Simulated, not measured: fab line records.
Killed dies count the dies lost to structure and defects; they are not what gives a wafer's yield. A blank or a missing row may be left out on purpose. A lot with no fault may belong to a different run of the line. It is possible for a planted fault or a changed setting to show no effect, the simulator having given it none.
fab line records	flow n5Finfet
record lots=9	wafers=25	lastDay=19
route steps=1938 shown FIN_SAQP@92 FIN_CUT@165 BEOL_M4@1111 PASSIVATION@1936
lots that met no fault: taken from a fault-free run of the same line
startH: hours from the record's first day to the start of the lot's first wafer shown	waitH: hours elapsed since this lot's preceding step	" unchanged from the row above	L1.1+2: several wafers, shown together as one row	- no value, or no start was given	* or withheld: withheld	< > ~ a bound
route shown NAME@n: NAME is a module with steps in the file, n the number in the route of the first one	usual: the fault-free wafers' mean and standard deviation	same: alike in all rows	chamber/n: place in a boat	sites: per-site readings	_std_site: standard deviation across them	_edge_site: inner sites' mean taken away from outer sites' mean	radiusMm: for every site, how far away it sits from the centre of the wafer	mask NAME#n: copy n	behind: tool/chamber where the wafer was last shaped	hold: what put the lot on hold/how long, in hours/how the hold closed	device: the n, p or np transistor that did not switch	end of line: the route-end tests of the same wafers	for a step that has no rows: nothing shown but its recipe	killed: dies that structure and defects cost at the first sort, which is not the same as the wafer's yield	map: per-die view of a wafer (x killed, . not killed, _ where there is no die)
set.NAME: the setting as run; set.NAME@STEP: as run at that earlier step	model.NAME: the simulator's own value behind a step, which no gauge read
one table for each step of the route and one row for each wafer, over a sample of lots
services: a tool's chamber out of use, with start hour (startH, from the record's first day; less than 0 if before it), hours out, and reason
## steps
# step N5_FIN_SAQP_PRECLEAN_44
# recipe chemistry=SC2	timeS=45	tempC=35	mix=1:1:50
# same timeS=45
lot.wafer	tool	chamber	startH	waitH
L808.1+5+6	wetBench-03	5,1,2	32.99	0.0
L813.1+2+4	wetBench-03	7,3,6	63.13	0.0
L816.2+4+6	wetBench-03	4,6,7	80.60	0.0
L820.1+4	wetBench-06	2,1	105.36	0.0
L822.1+2+4	wetBench-06	1,2,7	116.60	0.0
L826.1+2+5	wetBench-06	7,2,6	140.56	0.0
L827.1+5+6	wetBench-03	7,4,5	146.05	0.0
L828.3+5+6	wetBench-04	1,4,3	153.62	0.0
L829.1+4	wetBench-03	6,2	158.97	0.0
# step N5_FIN_SAQP_PECVD_48
# recipe material=SiNx	targetThkA=250	tempC=400	precursor=SiH4/NH3/N2	pressureTorr=1.5	rfW=300	timeS=22.1
# usual heaterPowerOuterW=503/82	heaterPowerW=822/120	rfFwdPowerW=297.4/1	showerheadPlenumPTorr=5.16/0.07	throttleValvePct=40.3/2.3
# same timeS=22.1
lot.wafer	tool	chamber	startH	waitH	heaterPowerOuterW	heaterPowerW	rfFwdPowerW	showerheadPlenumPTorr	sinceWetCleanH	throttleValvePct
L808.1	pecvd-03	0	33.93	0.0	413	678	297.4	5.25	919	39.9
L808.5	"	0	"	"	404	689	296.8	5.25	-	40.0
L808.6	"	1	"	"	408	676	298.2	5.18	-	40.2
L813.1	pecvd-01	2	63.79	0.0	546	862	296.6	5.13	2218	39.7
L813.2	"	0	"	"	400	688	298.7	5.24	768	41.7
L813.4	"	0	"	"	418	693	298.6	5.23	-	41.6
L816.2	pecvd-04	0	81.24	0.0	586	936	297.7	5.03	1148	38.7
L816.4	"	0	"	"	583	927	297.3	5.03	-	39.1
L816.6	"	2	"	"	546	881	297.7	5.05	-	36.1
L820.1	pecvd-03	2	106.05	0.0	481	824	297.0	5.16	207	38.1
L820.4	"	1	"	"	422	697	296.2	5.17	-	40.6
L822.1	pecvd-03	2	118.74	0.0	440	794	297.1	5.17	220	38.1
L822.2	"	1	"	"	370	629	297.8	5.18	1729	40.2
L822.4	"	1	"	"	379	632	297.1	5.17	-	40.5
L826.1	pecvd-01	0	141.21	0.0	423	711	298.1	5.22	845	41.6
L826.2	"	2	"	"	628	1003	295.7	5.14	9	38.5
L826.5	"	0	"	"	418	704	297.8	5.22	-	41.9
L827.1	pecvd-03	2	146.69	0.0	469	823	297.1	5.15	248	38.5
L827.5	"	0	"	"	451	726	295.6	5.25	-	40.1
L827.6	"	1	"	"	442	700	296.8	5.17	-	40.4
L828.3	pecvd-01	2	154.26	0.0	555	894	296.9	5.14	22	38.6
L828.5	"	2	"	"	540	910	297.8	5.14	-	38.8
L828.6	"	0	"	"	466	786	297.9	5.22	-	41.9
L829.1	pecvd-01	2	159.62	0.0	588	949	298.1	5.15	27	38.5
L829.4	"	1	"	"	576	948	298.3	5.14	-	43.4
# step N5_FIN_SAQP_INSPECT_18
# recipe mode=adi	inspectInstrument=brightfield
# usual rawDefectCount=456/130
lot.wafer	tool	chamber	startH	waitH	rawDefectCount
L808.1	defectInspect-02	-	40.30	0.0	507
L808.5	"	-	"	"	378
L808.6	"	-	"	"	426
L813.1	defectInspect-02	-	64.51	0.0	937
L813.2	"	-	"	"	674
L813.4	"	-	"	"	850
L816.2	defectInspect-02	-	81.79	0.0	959
L816.4	"	-	"	"	912
L816.6	"	-	"	"	917
L820.1	defectInspect-01	-	106.62	0.0	473
L820.4	"	-	"	"	438
L822.1	defectInspect-01	-	119.31	0.0	407
L822.2	"	-	"	"	454
L822.4	"	-	"	"	689
L826.1	defectInspect-01	-	141.88	0.0	532
L826.2	"	-	"	"	511
L826.5	"	-	"	"	570
L827.1	defectInspect-02	-	147.37	0.0	287
L827.5	"	-	"	"	477
L827.6	"	-	"	"	284
L828.3	defectInspect-01	-	154.81	0.0	263
L828.5	"	-	"	"	204
L828.6	"	-	"	"	197
L829.1	defectInspect-01	-	160.29	0.0	473
L829.4	"	-	"	"	438
# step N5_FIN_SAQP_HM_OPEN_73
# recipe chemistry=CHF3/O2	target=SiO2	stopOn=a-Si	targetDepthA=120	overEtchFrac=1.8	maskMaterial=SOC	timeS=16.8	pressureMtorr=30	sourceW=650	biasW=170	Ar_flow_sccm=200	CHF3_flow_sccm=50	O2_flow_sccm=5	ionEnergyEv=200	ends=endPoint
# usual O2_flow_sccm=5.002/0.015	drypumpMotorCurrentA=5.6/0.4	oesProductAu=0.46/0.045	rfFwdPowerW=645.7/2.1	rfVppV=524/12	showerheadPlenumPTorr=2.41/0.067	throttleValvePct=18.83/0.21
lot.wafer	tool	chamber	startH	waitH	O2_flow_sccm	drypumpMotorCurrentA	oesProductAu	rfFwdPowerW	rfHoursCounterH	rfVppV	showerheadPlenumPTorr	throttleValvePct
L808.1	rieDiel-02	0	40.53	0.0	5.029	6.3	0.53	648.7	33	508	2.45	18.95
L808.5	"	3	"	"	4.996	5.7	0.42	647.6	-	517	2.38	18.83
L808.6	"	2	"	"	4.969	5.3	0.49	643.3	-	517	2.53	18.49
L813.1	rieDiel-04	1	65.12	0.0	5.016	5.7	0.46	646.6	140	524	2.43	19.01
L813.2	"	0	"	"	5.005	5.8	0.44	649.3	171	509	2.49	18.67
L813.4	"	1	"	"	5.019	5.7	0.47	645.0	-	524	2.43	19.03
L816.2	rieDiel-03	3	82.02	0.0	5.012	4.9	0.41	644.9	235	546	2.29	19.02
L816.4	"	2	"	"	5.007	5.3	0.46	645.9	149	527	2.32	19.07
L816.6	"	2	"	"	5.012	5.3	0.45	644.9	-	528	2.32	19.08
L820.1	rieDiel-02	0	106.85	0.0	4.987	6.3	0.51	646.3	52	512	2.44	18.98
L820.4	"	2	"	"	4.992	5.2	0.48	646.7	94	516	2.52	18.51
L822.1	rieDiel-02	0	119.54	0.0	4.999	6.3	0.51	643.9	57	510	2.44	19.00
L822.2	"	3	"	"	4.998	5.7	0.42	644.3	244	515	2.37	18.89
L822.4	"	1	"	"	4.988	5.4	0.43	646.8	224	526	2.39	19.11
L826.1	rieDiel-03	2	142.49	0.0	5.035	5.2	0.43	647.2	169	527	2.31	19.12
L826.2	"	1	"	"	4.988	5.8	0.43	643.7	208	519	2.38	18.59
L826.5	"	1	"	"	5.009	5.8	0.43	639.6	-	517	2.38	18.58
L827.1	rieDiel-04	3	147.77	0.0	5.007	6.0	0.57	642.6	7	547	2.45	18.69
L827.5	"	0	"	"	4.993	5.8	0.42	648.6	-	508	2.48	18.72
L827.6	"	3	"	"	4.990	6.0	0.58	644.0	-	547	2.45	18.71
L828.3	rieDiel-04	0	155.17	0.0	5.015	5.8	0.42	646.7	-	508	2.48	18.72
L828.5	"	0	"	"	5.023	5.8	0.42	646.9	-	508	2.48	18.73
L828.6	"	3	"	"	5.013	6.0	0.56	647.7	-	548	2.44	18.71
L829.1	rieDiel-03	1	160.52	0.0	4.998	5.8	0.42	646.7	216	517	2.37	18.59
L829.4	"	0	"	"	4.995	5.0	0.51	646.3	37	535	2.44	18.75
# step N5_FIN_SAQP_RECESS_75
# recipe chemistry=HF/NH3	target=SiO2	targetDepthA=144	afsCycles=3	tempC=30	sublimationTempC=180	sublimationTimeS=60
# usual drypumpMotorCurrentA=5.8/0.62
lot.wafer	tool	chamber	startH	waitH	drypumpMotorCurrentA
L808.1	vaporEtch-01	1	41.05	0.0	6.5
L808.5	"	1	"	"	6.5
L808.6	"	0	"	"	6.0
L813.1	vaporEtch-02	0	65.63	0.0	5.8
L813.2	"	1	"	"	4.8
L813.4	"	0	"	"	5.7
L816.2	vaporEtch-01	1	84.08	1.6	6.5
L816.4	"	1	"	"	6.4
L816.6	"	1	"	"	6.5
L820.1	vaporEtch-02	1	107.61	0.0	4.8
L820.4	"	0	"	"	5.8
L822.1	vaporEtch-01	0	120.05	0.0	6.0
L822.2	"	1	"	"	6.5
L822.4	"	1	"	"	6.5
L826.1	vaporEtch-01	0	143.05	0.0	6.0
L826.2	"	1	"	"	6.5
L826.5	"	0	"	"	6.0
L827.1	vaporEtch-02	0	148.33	0.0	5.7
L827.5	"	1	"	"	4.8
L827.6	"	0	"	"	5.7
L828.3	vaporEtch-01	1	155.80	0.1	6.5
L828.5	"	0	"	"	6.0
L828.6	"	1	"	"	6.4
L829.1	vaporEtch-02	1	161.03	0.0	4.8
L829.4	"	0	"	"	5.8
# step N5_FIN_SAQP_INSPECT_40
# recipe inspectInstrument=brightfield	mode=aei
# usual rawDefectCount=231/71
lot.wafer	tool	chamber	startH	waitH	rawDefectCount
L808.1	defectInspect-01	-	44.65	0.0	224
L808.5	"	-	"	"	178
L808.6	"	-	"	"	211
L813.1	defectInspect-02	-	69.12	0.0	592
L813.2	"	-	"	"	562
L813.4	"	-	"	"	576
L816.2	defectInspect-01	-	87.96	0.0	654
L816.4	"	-	"	"	573
L816.6	"	-	"	"	563
L820.1	defectInspect-01	-	111.11	0.0	264
L820.4	"	-	"	"	182
L822.1	defectInspect-01	-	123.49	0.0	223
L822.2	"	-	"	"	162
L822.4	"	-	"	"	259
L826.1	defectInspect-02	-	147.18	0.0	373
L826.2	"	-	"	"	255
L826.5	"	-	"	"	300
L827.1	defectInspect-01	-	152.73	0.0	198
L827.5	"	-	"	"	180
L827.6	"	-	"	"	193
L828.3	defectInspect-01	-	159.23	0.0	208
L828.5	"	-	"	"	110
L828.6	"	-	"	"	180
L829.1	defectInspect-02	-	165.89	0.0	228
L829.4	"	-	"	"	332
# step N5_FIN_CUT_INSPECT_10
# recipe mode=adi	inspectInstrument=brightfield
# usual rawDefectCount=44/12
lot.wafer	tool	chamber	startH	waitH	rawDefectCount
L808.1	defectInspect-02	-	45.17	0.1	40
L808.5	"	-	"	"	44
L808.6	"	-	"	"	30
L813.1	defectInspect-01	-	69.64	0.1	373
L813.2	"	-	"	"	398
L813.4	"	-	"	"	375
L816.2	defectInspect-02	-	88.36	0.0	397
L816.4	"	-	"	"	374
L816.6	"	-	"	"	366
L820.1	defectInspect-01	-	111.63	0.1	39
L820.4	"	-	"	"	50
L822.1	defectInspect-01	-	124.01	0.1	41
L822.2	"	-	"	"	38
L822.4	"	-	"	"	43
L826.1	defectInspect-02	-	147.58	0.1	67
L826.2	"	-	"	"	52
L826.5	"	-	"	"	53
L827.1	defectInspect-01	-	153.12	0.1	42
L827.5	"	-	"	"	37
L827.6	"	-	"	"	39
L828.3	defectInspect-01	-	159.62	0.0	34
L828.5	"	-	"	"	23
L828.6	"	-	"	"	49
L829.1	defectInspect-02	-	166.40	0.1	36
L829.4	"	-	"	"	56
# step N5_FIN_CUT_INSPECT_17
# recipe inspectInstrument=brightfield	mode=aei
# usual rawDefectCount=234/70
lot.wafer	tool	chamber	startH	waitH	rawDefectCount
L808.1	defectInspect-02	-	46.21	0.0	229
L808.5	"	-	"	"	180
L808.6	"	-	"	"	209
L813.1	defectInspect-01	-	70.58	0.0	627
L813.2	"	-	"	"	580
L813.4	"	-	"	"	576
L816.2	defectInspect-02	-	89.57	0.0	667
L816.4	"	-	"	"	582
L816.6	"	-	"	"	567
L820.1	defectInspect-01	-	112.90	0.0	244
L820.4	"	-	"	"	186
L822.1	defectInspect-02	-	125.10	0.0	226
L822.2	"	-	"	"	190
L822.4	"	-	"	"	268
L826.1	defectInspect-02	-	148.70	0.0	373
L826.2	"	-	"	"	252
L826.5	"	-	"	"	301
L827.1	defectInspect-01	-	154.12	0.0	192
L827.5	"	-	"	"	168
L827.6	"	-	"	"	193
L828.3	defectInspect-02	-	160.99	0.0	217
L828.5	"	-	"	"	122
L828.6	"	-	"	"	195
L829.1	defectInspect-02	-	167.41	0.0	233
L829.4	"	-	"	"	310
# step N5_BEOL_M4_RC_MEAS_101
# usual DIBL_N=36.4/2.2	DIBL_P=36.3/2.5	IOFF_N=0.17/0.052	IOFF_P=0.23/0.049	ION_N=674/17	ION_P=464/11	SS_N=71.7/0.98	SS_P=73.3/0.84	VT_N=250/4	VT_P=-249/3.8
lot.wafer	tool	chamber	startH	waitH	DIBL_N[mV/V]	DIBL_P[mV/V]	IOFF_N[nA/um]	IOFF_P[nA/um]	ION_N[uA/um]	ION_P[uA/um]	SS_N[mV/dec]	SS_P[mV/dec]	VT_N[mV]	VT_P[mV]
L808.1	prober-02	0	239.10	0.0	37.6	38.8	0.21	0.33	691	477	71.3	73.8	246	-242
L808.5	"	0	"	"	36.1	35.6	0.16	0.25	686	481	71.6	73.1	251	-244
L808.6	"	0	"	"	33.2	33.2	0.12	0.21	656	464	70.8	72.4	256	-247
L813.1	prober-02	0	247.49	0.0	35.6	35.1	0.13	0.18	666	454	71.5	73.4	254	-254
L813.2	"	0	"	"	37.0	36.9	0.18	0.21	692	466	71.9	73.4	247	-249
L813.4	"	0	"	"	36.9	38.0	0.17	0.23	677	465	70.9	74.2	249	-249
L816.2	prober-02	0	272.13	0.2	33.8	34.2	0.12	0.18	657	453	70.8	72.6	255	-254
L816.4	"	0	"	"	37.0	38.3	0.16	0.22	667	456	72.2	73.7	250	-252
L816.6	"	0	"	"	39.7	41.5	0.21	0.29	683	467	72.6	74.8	245	-247
L820.1	prober-01	0	277.38	0.0	35.7	34.5	0.13	0.21	649	452	70.9	73.4	254	-249
L820.4	"	0	"	"	37.0	36.6	0.17	0.26	680	468	71.5	73.4	246	-246
L822.1	prober-01	0	321.84	0.0	38.8	38.8	0.24	0.27	700	478	71.9	74.3	243	-243
L822.2	"	0	"	"	38.0	36.3	0.21	0.22	649	447	73.6	74.4	248	-251
L822.4	"	0	"	"	38.1	37.9	0.20	0.25	688	467	72.5	73.7	245	-247
L826.1	prober-01	0	326.37	0.0	33.2	33.6	0.11	0.17	667	459	70.6	71.8	252	-249
L826.2	"	0	"	"	37.1	37.4	0.18	0.23	695	472	72.1	72.9	244	-244
L826.5	"	0	"	"	35.7	35.1	0.15	0.18	659	451	70.6	72.5	251	-252
L827.1	prober-02	0	331.96	0.0	35.2	34.1	0.15	0.20	683	464	71.3	72.3	249	-251
L827.5	"	0	"	"	35.0	34.6	0.14	0.20	675	466	71.2	72.1	251	-250
L827.6	"	0	"	"	36.6	36.3	0.17	0.23	689	470	72.5	73.7	249	-249
L828.3	prober-01	0	348.84	0.3	35.3	35.1	0.15	0.21	679	470	71.6	73.5	252	-248
L828.5	"	0	"	"	37.2	37.3	0.19	0.24	687	470	71.8	73.9	247	-249
L828.6	"	0	"	"	32.0	30.7	0.11	0.16	676	470	69.8	72.2	255	-253
L829.1	prober-01	0	349.46	0.7	33.5	34.5	0.12	0.19	652	459	71.2	72.9	255	-249
L829.4	"	0	"	"	34.1	34.9	0.14	0.20	674	470	70.4	71.8	248	-249
# step N5_PASSIVATION_PROBE_49
# usual defectLimitedYield=91.2/1.4	killed_at_M0_to_M3=34/9.3	killed_at_M4_up=14/5.9	killedAtContacts=14/5.7	killedAtFrontEnd=38/10	killedAtOther=4/3.2	killedDies=104/17	killedOpen=67/13	killedShort=33/6.9	sort_bin_5_function=5.2/1	sort_bin_6_memory=3.3/0.61	sort_bin_8_speed=0.3/1.8	sortNPass=1069/52	sortYieldPct=91/4.4
# same grossDies=1180	killedAtBackSide=0	sort_bin_4_leakage[%]=0
lot.wafer	tool	chamber	startH	waitH	defectLimitedYield[%]	killed_at_M0_to_M3	killed_at_M4_up	killedAtContacts	killedAtFrontEnd	killedAtOther	killedDies	killedOpen	killedShort	sort_bin_5_function[%]	sort_bin_6_memory[%]	sort_bin_8_speed[%]	sortNPass	sortYieldPct[%]
L813.1	prober-01	-	354.91	0.0	84.0	24	22	11	132	0	189	57	28	10.1	4.3	0	991	84
L813.2	prober-01	-	354.96	0.1	84.5	33	15	13	121	1	183	63	32	9.4	4.4	0	997	84
L813.4	prober-01	-	355.06	0.2	84.7	19	14	23	123	1	180	50	24	9.4	3.9	0	1000	85
L816.2	prober-01	-	376.28	0.1	83.1	25	21	20	133	1	200	71	25	11.4	4.1	0	980	83
L816.4	prober-01	-	376.38	0.2	83.5	24	14	9	134	14	195	50	28	11.6	3.6	0	985	83
L816.6	prober-01	-	376.48	0.3	82.5	41	14	16	133	3	207	73	32	11.3	4.7	0	973	82
# killed by level:class
L813.1 FIN_SAQP:unspecified=102 MOL_CONTACT_COAG:geometricParticle:open=9 BEOL_M4:geometricParticle:open=9 FIN_SAQP:geometricParticle:open=8 BEOL_M0_SAQP:geometricParticle:open=7 DUMMY_GATE:geometricParticle:open=5 STARTING-WAFER:geometricParticle:short=5 BEOL_M0_SAQP:geometricParticle:short=4
L813.2 FIN_SAQP:unspecified=85 MOL_CONTACT_COAG:geometricParticle:open=11 BEOL_M2:geometricParticle:open=10 BEOL_M1:geometricParticle:open=8 FIN_SAQP:geometricParticle:open=7 FIN_SAQP:geometricParticle:short=6 STI_FIN_REVEAL:geometricParticle:open=4 BEOL_M0_SAQP:geometricParticle:short=4
L813.4 FIN_SAQP:unspecified=106 MOL_CONTACT_COAG:geometricParticle:open=22 BEOL_M0_SAQP:geometricParticle:short=10 BEOL_M4:geometricParticle:open=6 FIN_SAQP:geometricParticle:open=3 DUMMY_GATE:geometricParticle:open=3 STARTING-WAFER:geometricParticle:open=3 BEOL_M8:geometricParticle:open=3
L816.2 FIN_SAQP:unspecified=94 MOL_CONTACT_COAG:geometricParticle:open=17 BEOL_M2:geometricParticle:open=8 BEOL_M4:geometricParticle:open=8 SD_EPI_N:areaEtch=7 BEOL_M3:geometricParticle:open=6 FIN_SAQP:geometricParticle:short=5 STI_FIN_REVEAL:geometricParticle:open=5
L816.4 FIN_SAQP:unspecified=105 PASSIVATION:areaEtch=11 BEOL_M3:geometricParticle:open=7 BEOL_M2:geometricParticle:open=7 BEOL_M4:geometricParticle:open=7 DUMMY_GATE:geometricParticle:open=6 FIN_SAQP:geometricParticle:short=5 ILD0:geometricParticle:short=5
L816.6 FIN_SAQP:unspecified=99 BEOL_M2:geometricParticle:open=13 MOL_CONTACT_COAG:geometricParticle:open=12 FIN_SAQP:geometricParticle:open=8 BEOL_M3:geometricParticle:open=8 BEOL_M4:geometricParticle:open=7 ILD0:geometricParticle:short=7 BEOL_M0_SAQP:geometricParticle:open=7
## services
tool	chamber	startH	hours	kind
pecvd-01	1	12.17	2.1	scheduledDown
pecvd-01	2	16.27	17.3	repair
pecvd-04	1	29.22	5.6	repair
pecvd-03	2	29.62	5.2	repair
pecvd-03	-	30.47	2.8	pm
pecvd-03	-	39.25	14.6	pm
rieDiel-04	3	41.59	1.3	repair
rieDiel-03	3	45.61	4.3	repair
pecvd-01	2	50.15	7.6	repair
rieDiel-02	1	52.92	1.5	repair
pecvd-01	1	56.72	9.6	repair
rieDiel-04	0	57.66	4.1	repair
pecvd-03	1	65.74	4.3	repair
rieDiel-02	0	73.23	5.6	repair
vaporEtch-02	-	81.30	15.6	pm
rieDiel-02	0	82.78	5.5	repair
rieDiel-04	0	98.94	4.2	repair
pecvd-01	2	99.15	4.5	repair
pecvd-01	-	99.70	0.3	repair
pecvd-04	-	110.51	0.4	repair
rieDiel-04	3	118.34	-	clean
rieDiel-04	3	118.34	-	consumableReplace:focusRing
vaporEtch-01	-	139.94	2.8	pm
rieDiel-04	0	148.13	4.3	repair
## key
firstSign step=N5_FIN_SAQP_INSPECT_18	reading=rawDefectCount	direction=up	sigmas=3.2	usual=456	struck=875
effect step=N5_FIN_SAQP_INSPECT_40	reading=rawDefectCount	direction=up	sigmas=5	usual=231	struck=587
effect step=N5_FIN_CUT_INSPECT_10	reading=rawDefectCount	direction=up	sigmas=28	usual=44	struck=380
effect step=N5_FIN_CUT_INSPECT_17	reading=rawDefectCount	direction=up	sigmas=5.2	usual=234	struck=600
effect step=N5_PASSIVATION_PROBE_49	reading=killedAtFrontEnd	direction=up	sigmas=8.7	usual=38	struck=129
moreKillsBornAt N5_FIN_SAQP_PRECLEAN_44@wetBench-03=591
metAt N5_FIN_SAQP_PRECLEAN_44
struckLots L813,L816
baselineLoss step=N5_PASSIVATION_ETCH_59	wafers=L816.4
notActingAt N5_FIN_SAQP_PECVD_48,N5_FIN_SAQP_HM_OPEN_73,N5_FIN_SAQP_RECESS_75
onsetBetween 32.99 63.13
fault kind=chamberParticleSource	tool=wetBench-03	chamber=-	onsetH=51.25	steps=N5_FIN_SAQP_PRECLEAN_44	ratePerVisitCm2=0.5069	endH=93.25
# baselineLoss: these wafers lose ten dies or more at that step, a loss of the line's own and not of a fault; the sort's usual values leave them out
